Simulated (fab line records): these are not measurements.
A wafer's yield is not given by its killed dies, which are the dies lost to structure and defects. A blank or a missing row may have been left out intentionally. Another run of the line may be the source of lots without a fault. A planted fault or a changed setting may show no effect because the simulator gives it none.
fab line records	flow n5Finfet
record: lots: 7	wafers: 21
route steps=1938 shown BEOL_M5@1160 BEOL_M6@1204 BEOL_M7@1270 BEOL_M8@1337
startH: hours from the record's first day to the start of the lot's first wafer shown	waitH: hours elapsed since this lot's preceding step	" unchanged from the row above	L1.1+2: a single row standing in for several wafers	- no value, or no start was given	* or withheld: withheld	< > ~ a bound
route shown NAME@n: NAME is a module with steps in the file, n the number in the route of the first one	usual: the fault-free wafers' mean and standard deviation	same: alike in all rows	chamber/n: place in a boat	sites: each site's reading	_std_site: their standard deviation	_edge_site: mean of outer sites minus mean of inner sites	radiusMm: how far each site lies from the wafer's centre	mask NAME#n: copy n	behind: the last tool/chamber to shape the wafer	hold: the reason the lot was held/the length of the hold in hours/how it ended	device: the n, p or np transistor that did not switch	end of line: tests of these same wafers at the route's end	for a step that has no rows: nothing shown but its recipe	killed: count of dies lost to structure and defects at first sort (not the wafer's yield)	map: a wafer's dies, marking killed ones x, the rest . and places with no die _
set.NAME: the setting the step ran with; set.NAME@STEP: the setting that earlier step ran with	model.NAME: the simulator's own value behind a step, which no gauge read
lots with deliberately changed settings; one table per step, one row per wafer
== steps ==
step: N5_BEOL_M5_TRENCH_ETCH_37
recipe: chemistry: C4F6/O2	targetDepthA: 716.52	target: SiCOH_lowk	timeS: 24.7	ionEnergyEv: 250	pressureMtorr: 30	sourceW: 345	biasW: 185	Ar_flow_sccm: 300	C4F6_flow_sccm: 10	O2_flow_sccm: 10
lot.wafer	tool	chamber	startH	waitH	set.timeS	model.BEOL_M5.featureDepthNm	model.etch.depthNm
L075.1	rieDiel-01	0	-	-	28.73	83	82.92
L075.4	"	2	"	"	24.7	70.8	70.75
L075.5	"	2	"	"	24.7	70.4	70.42
L078.1	rieDiel-05	2	-	-	24.7	69.4	69.39
L078.2	"	3	"	"	24.7	71	71.07
L078.4	"	0	"	"	24.7	71.4	71.45
L084.2	rieDiel-01	0	-	-	29.07	82.6	82.65
L084.3	"	1	"	"	24.7	71	70.99
L084.5	"	1	"	"	24.7	71.6	71.66
L085.2	rieDiel-05	3	-	-	24.7	71.4	71.38
L085.4	"	0	"	"	24.7	71.8	71.72
L085.6	"	1	"	"	24.7	69.6	69.57
L089.1	rieDiel-01	2	-	-	24.7	69.6	69.69
L089.4	"	3	"	"	24.7	71.8	71.75
L089.5	"	1	"	"	27.31	81.6	81.7
L096.1	rieDiel-01	3	-	-	22.62	66.4	66.45
L096.2	"	2	"	"	24.7	70.2	70.12
L096.3	"	0	"	"	24.7	71.2	71.11
L097.2	rieDiel-05	1	-	-	21.79	61	61.07
L097.4	"	3	"	"	24.7	71.2	71.24
L097.6	"	3	"	"	24.7	71.2	71.17
step: N5_BEOL_M5_ETCH_41
recipe: chemistry: CH3F/O2	target: SiCN	targetDepthA: 315	taperDeg: 2	timeS: 56.7	ionEnergyEv: 120	maskMaterial: TiN	pressureMtorr: 30	sourceW: 395	biasW: 75	Ar_flow_sccm: 150	CH3F_flow_sccm: 30	O2_flow_sccm: 20
step: N5_BEOL_M5_STRIP_91
recipe: chemistry: N2/H2	timeS: 10	powerW: 450	tempC: 40	pressureMtorr: 20	rfFrequencyHz: 6e+07	biasPowerW: 7	n2FlowSccm: 200	h2FlowSccm: 200
step: N5_BEOL_M5_OCD_MEAS_38
usual: trenchDepthNm: 70.9/1.2
lot.wafer	tool	chamber	startH	waitH	set.timeS@BEOL_M5_TRENCH_ETCH_37	trenchDepthNm
L075.1	ocd-01	-	179.87	-	28.73	82.8
L075.4	"	-	"	"	24.7	70.9
L075.5	"	-	"	"	24.7	70.3
L078.1	ocd-02	-	191.17	-	24.7	69.2
L078.2	"	-	"	"	24.7	71.2
L078.4	"	-	"	"	24.7	71.4
L084.2	ocd-01	-	218.48	-	29.07	82.7
L084.3	"	-	"	"	24.7	71.3
L084.5	"	-	"	"	24.7	71.7
L085.2	ocd-02	-	301.71	-	24.7	70.8
L085.4	"	-	"	"	24.7	71.2
L085.6	"	-	"	"	24.7	69.7
L089.1	ocd-01	-	309.36	-	24.7	69.9
L089.4	"	-	"	"	24.7	72.2
L089.5	"	-	"	"	27.31	81.8
L096.1	ocd-01	-	328.45	-	22.62	66.0
L096.2	"	-	"	"	24.7	69.7
L096.3	"	-	"	"	24.7	71.1
L097.2	ocd-01	-	345.11	-	21.79	60.7
L097.4	"	-	"	"	24.7	70.7
L097.6	"	-	"	"	24.7	70.8
step: N5_BEOL_M5_HM_STRIP_39
recipe: chemistry: peroxideTinStrip	material: TiN	targetDepthA: 250	tempC: 50	timeS: 158
step: N5_BEOL_M5_SRD_40
recipe: timeS: 30	tempC: 23	rinseLiquid: diw	dry: ipaMarangoni
step: N5_BEOL_M5_ECD_50
recipe: material: Cu	targetThkA: 3000
step: N5_BEOL_M5_ANNEAL_51
recipe: tempC: 225	timeS: 90	ambient: N2
step: N5_BEOL_M5_CMP_52
recipe: stopOn: SiCOH_lowk	tOverpolishS: 6.9	downForcePsi: 1	platenRpm: 50	clearingPlatenDownForcePsi: 1.5	clearingPlatenRpm: 50	postCmpClean: cuAlkaline	targetThkNm: 62	clearingPlatenPadVelocityMS: 0.99484	padVelocityMS: 0.99484
lot.wafer	tool	chamber	startH	waitH	set.timeS@BEOL_M5_TRENCH_ETCH_37	model.Cu_of_BEOL_M5_ECD_50.thkNm
L075.4	cmp-01	2	187.14	0.2	24.7	60.2
L075.1	"	1	"	"	28.73	71.2
L075.5	"	3	"	"	24.7	58.8
L078.2	cmp-04	1	197.11	0.2	24.7	61.4
L078.4	"	3	"	"	24.7	61.2
L078.1	"	0	"	"	24.7	58.4
L084.2	cmp-02	1	225.00	0.4	29.07	71.8
L084.3	"	3	"	"	24.7	59.4
L084.5	"	2	"	"	24.7	60.6
L085.4	cmp-04	2	308.54	0.1	24.7	61.6
L085.2	"	3	"	"	24.7	59.6
L085.6	"	3	"	"	24.7	58.4
L089.4	cmp-01	3	315.74	0.2	24.7	60
L089.1	"	0	"	"	24.7	60.8
L089.5	"	2	"	"	27.31	71.6
L096.3	cmp-02	3	338.28	0.2	24.7	61
L096.2	"	0	"	"	24.7	59.8
L096.1	"	1	"	"	22.62	56.6
L097.4	cmp-01	2	352.55	0.1	24.7	61.6
L097.2	"	0	"	"	21.79	52
L097.6	"	2	"	"	24.7	60.6
step: N5_BEOL_M5_THK_MEAS_53
recipe: thkMeasGauge: xrf	reads: Cu_of_BEOL_M5_ECD_50
usual: M5_THK: 61.4/1.5
lot.wafer	tool	chamber	startH	waitH	set.timeS@BEOL_M5_TRENCH_ETCH_37	M5_THK[nm]
L075.1	filmMetro-01	-	187.44	-	28.73	71.2
L075.4	"	-	"	"	24.7	60.1
L075.5	"	-	"	"	24.7	58.8
L078.1	filmMetro-01	-	197.41	-	24.7	58.5
L078.2	"	-	"	"	24.7	61.4
L078.4	"	-	"	"	24.7	61.5
L084.2	filmMetro-01	-	225.30	-	29.07	72.1
L084.3	"	-	"	"	24.7	59.4
L084.5	"	-	"	"	24.7	60.8
L085.2	filmMetro-02	-	308.83	-	24.7	60.0
L085.4	"	-	"	"	24.7	62.0
L085.6	"	-	"	"	24.7	58.8
L089.1	filmMetro-02	-	315.99	-	24.7	61.7
L089.4	"	-	"	"	24.7	60.8
L089.5	"	-	"	"	27.31	72.2
L096.1	filmMetro-02	-	338.54	-	22.62	56.4
L096.2	"	-	"	"	24.7	59.6
L096.3	"	-	"	"	24.7	60.6
L097.2	filmMetro-01	-	352.84	-	21.79	51.9
L097.4	"	-	"	"	24.7	61.7
L097.6	"	-	"	"	24.7	60.9
step: N5_BEOL_M5_PRE_CLEAN_77
recipe: gas: NH3/H2	timeS: 15	tempC: *	rfPowerW: 300
step: N5_BEOL_M5_CO_CAP_78
recipe: material: Co	targetThkA: 20	tempC: 200	precursor: CCTBA/H2	pressureTorr: 30	timeS: 102.1
step: N5_BEOL_M5_PRE_CLEAN_55
recipe: gas: NH3	timeS: 15	tempC: withheld	rfPowerW: 300
step: N5_BEOL_M5_DEP_56
recipe: material: SiCN	targetThkA: 80	tempC: withheld	precursor: 3MS/NH3	pressureTorr: 3	rfW: 202	timeS: 14
step: N5_BEOL_M5_RS_MEAS_57
recipe: thkMeasGauge: four-point-probe	reads: Co_of_BEOL_M5_CO_CAP_78+Cu_of_BEOL_M5_ECD_50+Co_of_BEOL_M5_CVD_47+TaN_of_BEOL_M5_ALD_86
usual: M5_RS: 0.393/0.012
lot.wafer	tool	chamber	startH	waitH	set.timeS@BEOL_M5_TRENCH_ETCH_37	M5_RS[ohm/sq]
L075.1	filmMetro-01	-	187.70	0.0	28.73	0.327
L075.4	"	-	"	"	24.7	0.401
L075.5	"	-	"	"	24.7	0.411
L078.1	filmMetro-02	-	197.67	0.0	24.7	0.415
L078.2	"	-	"	"	24.7	0.390
L078.4	"	-	"	"	24.7	0.393
L084.2	filmMetro-02	-	225.56	0.1	29.07	0.323
L084.3	"	-	"	"	24.7	0.407
L084.5	"	-	"	"	24.7	0.396
L085.2	filmMetro-01	-	309.09	0.1	24.7	0.405
L085.4	"	-	"	"	24.7	0.389
L085.6	"	-	"	"	24.7	0.415
L089.1	filmMetro-01	-	316.25	0.0	24.7	0.395
L089.4	"	-	"	"	24.7	0.402
L089.5	"	-	"	"	27.31	0.324
L096.1	filmMetro-01	-	339.50	0.0	22.62	0.433
L096.2	"	-	"	"	24.7	0.404
L096.3	"	-	"	"	24.7	0.395
L097.2	filmMetro-02	-	353.16	0.1	21.79	0.478
L097.4	"	-	"	"	24.7	0.388
L097.6	"	-	"	"	24.7	0.398
step: N5_BEOL_M6_EXPOSE_08
recipe: maskId: M6	na: 1.35	sourceShape: dipole	sigmaInner: 0.817	sigmaOuter: 0.97	polarization: te	doseMj: 68.25
lot.wafer	tool	chamber	startH	waitH	mask	set.doseMj
L075.1+4+5	arfiScanner-01	0	189.09	-	M6#0	68.25
L078.1+2+4	arfiScanner-02	0	201.08	-	M6#0	68.25
L084.2+3+5	arfiScanner-03	0	226.67	-	M6#0	68.25
L085.2+6	arfiScanner-02	0	310.39	-	M6#0	68.25
L085.4	"	0	"	"	M6#0	65.68
L089.1+4+5	arfiScanner-03	0	319.03	-	M6#0	65.76
L096.1+2+3	arfiScanner-01	0	342.75	-	M6#0	68.25
L097.2+4	arfiScanner-02	0	354.32	-	M6#0	73.14
L097.6	"	0	"	"	M6#0	68.25
step: N5_BEOL_M6_PEB_09
recipe: pebTempC: withheld	pebTimeS: 60	resist: CAR-ArF
step: N5_BEOL_M6_DEVELOP_10
recipe: developTimeS: 30	developer: TMAH	resist: CAR-ArF	rinseLiquid: diw	dry: airSpin	devTempC: 23
step: N5_BEOL_M6_CD_MEAS_11
recipe: targetCdNm: 38.5	landingEnergyEv: 500	detector: seInlens	polarity: opening
usual: cdNm: 38.6/0.52
lot.wafer	tool	chamber	startH	waitH	set.doseMj@BEOL_M6_EXPOSE_08	cdNm
L075.1	cdSem-03	0	189.21	-	68.25	37.4
L075.4	"	0	"	"	68.25	38.1
L075.5	"	0	"	"	68.25	37.5
L078.1	cdSem-03	0	201.21	-	68.25	37.8
L078.2	"	0	"	"	68.25	37.7
L078.4	"	0	"	"	68.25	37.6
L084.2	cdSem-03	0	226.79	-	68.25	38.5
L084.3	"	0	"	"	68.25	38.2
L084.5	"	0	"	"	68.25	39.0
L085.2	cdSem-02	0	310.51	-	68.25	39.0
L085.4	"	0	"	"	65.68	37.4
L085.6	"	0	"	"	68.25	38.6
L089.1	cdSem-02	0	319.16	-	65.76	37.4
L089.4	"	0	"	"	65.76	37.5
L089.5	"	0	"	"	65.76	37.9
L096.1	cdSem-03	0	342.88	-	68.25	38.3
L096.2	"	0	"	"	68.25	37.9
L096.3	"	0	"	"	68.25	38.2
L097.2	cdSem-02	0	354.44	-	73.14	42.0
L097.4	"	0	"	"	73.14	42.6
L097.6	"	0	"	"	68.25	38.4
step: N5_BEOL_M6_DESCUM_16
recipe: chemistry: O2	timeS: 7.9	sourcePowerW: 50	biasPowerW: 20	pressureMtorr: 20	rfFrequencyHz: 2.712e+07	tempC: 40	resist: CAR-ArF	o2FlowSccm: 225
step: N5_BEOL_M6_ETCH_61
recipe: chemistry: CF4	target: SiARC	targetDepthA: 455	maskMaterial: CAR-ArF	timeS: 75.8	ionEnergyEv: 80	pressureMtorr: 40	sourceW: 545	biasW: 36	Ar_flow_sccm: 100	cf4FlowSccm: 100	ends: cleared
lot.wafer	tool	chamber	startH	waitH	set.doseMj@BEOL_M6_EXPOSE_08	model.BEOL_M6.cdOffsetNm
L075.1	rieDiel-03	1	191.16	0.0	68.25	-1.2
L075.4	"	2	"	"	68.25	-0.2
L075.5	"	3	"	"	68.25	-1.4
L078.1	rieDiel-02	1	201.42	0.0	68.25	-0.2
L078.2	"	2	"	"	68.25	-0.6
L078.4	"	2	"	"	68.25	-0.8
L084.2	rieDiel-04	0	227.24	0.0	68.25	0
L084.3	"	3	"	"	68.25	-0.6
L084.5	"	1	"	"	68.25	0.4
L085.2	rieDiel-02	3	310.63	0.0	68.25	0.6
L085.4	"	2	"	"	65.68	-1
L085.6	"	3	"	"	68.25	0.2
L089.1	rieDiel-02	1	319.28	0.0	65.76	-1
L089.4	"	2	"	"	65.76	-1.4
L089.5	"	2	"	"	65.76	-1.2
L096.1	rieDiel-02	3	343.17	0.0	68.25	0
L096.2	"	0	"	"	68.25	-0.6
L096.3	"	2	"	"	68.25	-0.2
L097.2	rieDiel-04	1	354.56	0.0	73.14	3.2
L097.4	"	0	"	"	73.14	4.4
L097.6	"	1	"	"	68.25	-0.2
step: N5_BEOL_M6_ETCH_62
recipe: chemistry: N2/H2	target: SOC	targetDepthA: 1100	overetchA: 220	maskMaterial: SiARC	tempC: 40	timeS: 165	ionEnergyEv: 200	pressureMtorr: 30	sourceW: 840	biasW: 150	n2FlowSccm: 200	h2FlowSccm: 200
lot.wafer	tool	chamber	startH	waitH	set.doseMj@BEOL_M6_EXPOSE_08	model.BEOL_M6.cdOffsetNm
L075.1	rieDiel-03	1	191.22	0.0	68.25	-1
L075.4	"	2	"	"	68.25	0
L075.5	"	3	"	"	68.25	-1.4
L078.1	rieDiel-02	1	201.47	0.0	68.25	-0.2
L078.2	"	2	"	"	68.25	-0.4
L078.4	"	2	"	"	68.25	-0.6
L084.2	rieDiel-04	0	227.30	0.0	68.25	0
L084.3	"	3	"	"	68.25	-0.4
L084.5	"	1	"	"	68.25	0.2
L085.2	rieDiel-02	3	310.69	0.0	68.25	0.2
L085.4	"	2	"	"	65.68	-0.8
L085.6	"	3	"	"	68.25	0
L089.1	rieDiel-02	1	319.34	0.0	65.76	-1
L089.4	"	2	"	"	65.76	-0.8
L089.5	"	2	"	"	65.76	-0.6
L096.1	rieDiel-02	3	343.23	0.0	68.25	-0.2
L096.2	"	0	"	"	68.25	-0.6
L096.3	"	2	"	"	68.25	0.2
L097.2	rieDiel-04	1	354.62	0.0	73.14	3.4
L097.4	"	0	"	"	73.14	4.4
L097.6	"	1	"	"	68.25	0
step: N5_BEOL_M6_STRIP_19
recipe: chemistry: O2	powerW: 400	tempC: 40	pressureMtorr: 30	rfFrequencyHz: 6e+07	biasPowerW: 0	overashFraction: 0.2	o2FlowSccm: 225
lot.wafer	tool	chamber	startH	waitH	set.tempC
L075.1+4	rieDiel-03	2,1	192.05	0.6	40
L075.5	"	1	"	"	37.09
L078.1+2+4	rieDiel-02	0,1,1	201.77	0.1	40
L084.2+5	rieDiel-02	0,2	227.79	0.2	40
L084.3	"	1	"	"	42.47
L085.2+4+6	rieDiel-03	3,1,0	310.99	0.1	38.41
L089.1+4	rieDiel-03	0,1	319.64	0.1	40
L089.5	"	0	"	"	39.01
L096.1+2+3	rieDiel-03	3,0,1	343.54	0.1	40
L097.2+6	rieDiel-02	1	354.92	0.1	43.09
L097.4	"	2	"	"	40
step: N5_BEOL_M6_CD_MEAS_18
recipe: pitchNm: 80	targetCdNm: 40
usual: cdNm: 40.2/0.56
lot.wafer	tool	chamber	startH	waitH	set.doseMj@BEOL_M6_EXPOSE_08	cdNm
L075.1	cdSem-03	-	192.11	0.0	68.25	39.1
L075.4	"	-	"	"	68.25	39.9
L075.5	"	-	"	"	68.25	38.5
L078.1	cdSem-03	-	201.84	0.0	68.25	40.1
L078.2	"	-	"	"	68.25	39.4
L078.4	"	-	"	"	68.25	38.9
L084.2	cdSem-03	-	227.86	0.1	68.25	40.2
L084.3	"	-	"	"	68.25	39.8
L084.5	"	-	"	"	68.25	40.5
L085.2	cdSem-01	-	311.06	0.1	68.25	40.2
L085.4	"	-	"	"	65.68	39.4
L085.6	"	-	"	"	68.25	40.0
L089.1	cdSem-02	-	319.71	0.0	65.76	38.7
L089.4	"	-	"	"	65.76	39.3
L089.5	"	-	"	"	65.76	39.4
L096.1	cdSem-02	-	343.61	0.0	68.25	40.1
L096.2	"	-	"	"	68.25	39.7
L096.3	"	-	"	"	68.25	40.3
L097.2	cdSem-01	-	354.99	0.1	73.14	43.6
L097.4	"	-	"	"	73.14	44.3
L097.6	"	-	"	"	68.25	39.6
step: N5_BEOL_M7_COAT_05
recipe: resist: CAR-ArF	spinRpm: 1500	resistThkNm: 90
lot.wafer	tool	chamber	startH	waitH	set.spinRpm	model.CAR-ArF_of_BEOL_M7_COAT_05.thkNm
L075.1+4	lithoTrack-04	0	-	-	1500	89.8
L075.5	"	0	"	"	1500	90
L078.1+2	lithoTrack-04	0	-	-	1500	89.8
L078.4	"	0	"	"	1500	90
L084.2	lithoTrack-05	0	-	-	1394	93.6
L084.3	"	0	"	"	1500	90.2
L084.5	"	0	"	"	1394	93.4
L085.2	lithoTrack-05	0	-	-	1500	90.2
L085.4	"	0	"	"	1446	92
L085.6	"	0	"	"	1446	91.8
L089.1	lithoTrack-03	0	-	-	1500	89.6
L089.4	"	0	"	"	1457	91.4
L089.5	"	0	"	"	1500	90
L096.1	lithoTrack-04	0	-	-	1350	94.8
L096.2	"	0	"	"	1350	95
L096.3	"	0	"	"	1500	90
L097.2+4	lithoTrack-03	0	-	-	1500	90
L097.6	"	0	"	"	1500	90.2
step: N5_BEOL_M7_EBR_07
recipe: solvent: PGMEA	ebrWidthMm: 1.5
step: N5_BEOL_M7_SOFTBAKE_06
recipe: tempC: 110	timeS: 60	resist: CAR-ArF
step: N5_BEOL_M7_EXPOSE_08
recipe: maskId: M7	na: 1.35	sourceShape: dipole	sigmaInner: 0.817	sigmaOuter: 0.97	polarization: te	doseMj: 68.25
step: N5_BEOL_M7_PEB_09
recipe: pebTempC: withheld	pebTimeS: 60	resist: CAR-ArF
step: N5_BEOL_M7_DEVELOP_10
recipe: developTimeS: 30	developer: TMAH	resist: CAR-ArF	rinseLiquid: diw	dry: airSpin	devTempC: 23
lot.wafer	tool	chamber	startH	waitH	set.spinRpm@BEOL_M7_COAT_05	model.CAR-ArF_of_BEOL_M7_COAT_05.thkNm
L075.1+4	lithoTrack-03	0	-	-	1500	88
L075.5	"	0	"	"	1500	88.4
L078.1+2	lithoTrack-04	0	-	-	1500	88
L078.4	"	0	"	"	1500	88.2
L084.2	lithoTrack-05	0	-	-	1394	91.8
L084.3	"	0	"	"	1500	88.4
L084.5	"	0	"	"	1394	91.6
L085.2	lithoTrack-05	0	-	-	1500	88.4
L085.4	"	0	"	"	1446	90.2
L085.6	"	0	"	"	1446	90
L089.1	lithoTrack-05	0	-	-	1500	88
L089.4	"	0	"	"	1457	89.6
L089.5	"	0	"	"	1500	88.2
L096.1	lithoTrack-04	0	-	-	1350	93.2
L096.2	"	0	"	"	1350	93.4
L096.3	"	0	"	"	1500	88.2
L097.2+4	lithoTrack-03	0	-	-	1500	88.4
L097.6	"	0	"	"	1500	88.6
step: N5_BEOL_M7_ETCH_61
recipe: chemistry: CF4	target: SiARC	targetDepthA: 455	maskMaterial: CAR-ArF	timeS: 75.8	ionEnergyEv: 80	pressureMtorr: 40	sourceW: 545	biasW: 36	Ar_flow_sccm: 100	cf4FlowSccm: 100	ends: cleared
usual: etchRfOnTimeS: 75.8/1.7	rfVppV: 184.1/1.2
lot.wafer	tool	chamber	startH	waitH	set.sourceW	set.spinRpm@BEOL_M7_COAT_05	etchRfOnTimeS	rfVppV	model.CAR-ArF_of_BEOL_M7_COAT_05.thkNm
L075.1	rieDiel-06	3	198.32	0.0	545	1500	73.1	183.5	50.6
L075.4	"	0	"	"	545	1500	74.7	184.6	50.6
L075.5	"	2	"	"	458.1	1500	86.3	194.3	51
L078.1	rieDiel-06	3	208.47	0.0	545	1500	73.2	183.8	50.6
L078.2	"	1	"	"	545	1500	77.7	183.0	50.6
L078.4	"	0	"	"	545	1500	75.3	186.0	50.8
L084.2	rieDiel-05	2	232.48	0.0	545	1394	78.2	184.0	54.4
L084.3	"	0	"	"	612.4	1500	68.1	175.8	50.8
L084.5	"	0	"	"	612.4	1394	68.3	176.5	54
L085.2	rieDiel-06	1	319.42	0.0	545	1500	80.4	183.5	51
L085.4	"	2	"	"	630.6	1446	66.4	175.2	52.8
L085.6	"	2	"	"	545	1446	75.1	183.5	52.6
L089.1	rieDiel-01	3	325.31	0.0	454.3	1500	88.4	195.0	50.6
L089.4	"	0	"	"	545	1457	76.5	183.3	52.2
L089.5	"	2	"	"	545	1500	78.2	183.1	50.8
L096.1	rieDiel-05	3	350.06	0.0	515.2	1350	79.0	189.5	55.8
L096.2	"	2	"	"	545	1350	77.2	186.3	56
L096.3	"	1	"	"	515.2	1500	82.1	186.5	50.8
L097.2	rieDiel-01	1	361.23	0.0	545	1500	72.3	183.9	50.8
L097.4	"	2	"	"	545	1500	78.3	183.5	50.8
L097.6	"	2	"	"	545	1500	77.9	184.8	51
step: N5_BEOL_M8_COAT_59
recipe: resist: SOC	tempC: 250	timeS: 60	spinRpm: 1500	resistThkNm: 100
lot.wafer	tool	chamber	startH	waitH	set.spinRpm	model.SOC_of_BEOL_M8_COAT_59.thkNm
L075.1	lithoTrack-02	0	205.95	0.1	1365	105.2
L075.4	"	0	"	"	1500	100.4
L075.5	"	0	"	"	1365	105
L078.1+2	lithoTrack-01	0	213.80	0.1	1500	100
L078.4	"	0	"	"	1500	99.8
L084.2	lithoTrack-04	0	238.16	0.1	1658	95
L084.3	"	0	"	"	1658	94.8
L084.5	"	0	"	"	1500	99.8
L085.2+6	lithoTrack-01	0	325.88	0.1	1500	100.4
L085.4	"	0	"	"	1500	100.2
L089.1+5	lithoTrack-01	0	335.14	0.1	1500	100.2
L089.4	"	0	"	"	1500	100
L096.1+2	lithoTrack-04	0	356.99	0.1	1561	98.2
L096.3	"	0	"	"	1500	100.6
L097.2	lithoTrack-04	0	369.85	0.1	1500	99.8
L097.4	"	0	"	"	1500	100.4
L097.6	"	0	"	"	1413	103.2
== key ==
split: step: N5_BEOL_M5_TRENCH_ETCH_37	setting: timeS	stated: 24.7	by: wafer
response: step: N5_BEOL_M5_TRENCH_ETCH_37	reading: model.BEOL_M5.featureDepthNm	change: +0.748	per: 1%	r: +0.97
response: step: N5_BEOL_M5_TRENCH_ETCH_37	reading: model.etch.depthNm	change: +0.746	per: 1%	r: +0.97
response: step: N5_BEOL_M5_OCD_MEAS_38	reading: trenchDepthNm	change: +0.739	per: 1%	r: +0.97
response: step: N5_BEOL_M5_CMP_52	reading: model.Cu_of_BEOL_M5_ECD_50.thkNm	change: +0.73	per: 1%	r: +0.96
response: step: N5_BEOL_M5_THK_MEAS_53	reading: M5_THK	change: +0.732	per: 1%	r: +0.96
response: step: N5_BEOL_M5_RS_MEAS_57	reading: M5_RS	change: -0.00526	per: 1%	r: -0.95
split: step: N5_BEOL_M6_EXPOSE_08	setting: doseMj	stated: 68.25	by: wafer
response: step: N5_BEOL_M6_CD_MEAS_11	reading: cdNm	change: +0.504	per: 1%	r: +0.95
response: step: N5_BEOL_M6_ETCH_61	reading: model.BEOL_M6.cdOffsetNm	change: +0.518	per: 1%	r: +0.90
response: step: N5_BEOL_M6_ETCH_62	reading: model.BEOL_M6.cdOffsetNm	change: +0.478	per: 1%	r: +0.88
response: step: N5_BEOL_M6_CD_MEAS_18	reading: cdNm	change: +0.515	per: 1%	r: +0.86
split: step: N5_BEOL_M6_STRIP_19	setting: tempC	stated: 40	by: wafer
response none clear
split: step: N5_BEOL_M7_COAT_05	setting: spinRpm	stated: 1500	by: wafer
response: step: N5_BEOL_M7_COAT_05	reading: model.CAR-ArF_of_BEOL_M7_COAT_05.thkNm	change: -0.485	per: 1%	r: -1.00
response: step: N5_BEOL_M7_DEVELOP_10	reading: model.CAR-ArF_of_BEOL_M7_COAT_05.thkNm	change: -0.495	per: 1%	r: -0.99
response: step: N5_BEOL_M7_ETCH_61	reading: model.CAR-ArF_of_BEOL_M7_COAT_05.thkNm	change: -0.499	per: 1%	r: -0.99
split: step: N5_BEOL_M7_ETCH_61	setting: sourceW	stated: 545	by: wafer
response: step: N5_BEOL_M7_ETCH_61	reading: etchRfOnTimeS	change: *	per: 1%	r: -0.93
response: step: N5_BEOL_M7_ETCH_61	reading: rfVppV	change: -0.619	per: 1%	r: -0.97
split: step: N5_BEOL_M8_COAT_59	setting: spinRpm	stated: 1500	by: wafer
response: step: N5_BEOL_M8_COAT_59	reading: model.SOC_of_BEOL_M8_COAT_59.thkNm	change: -0.502	per: 1%	r: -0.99
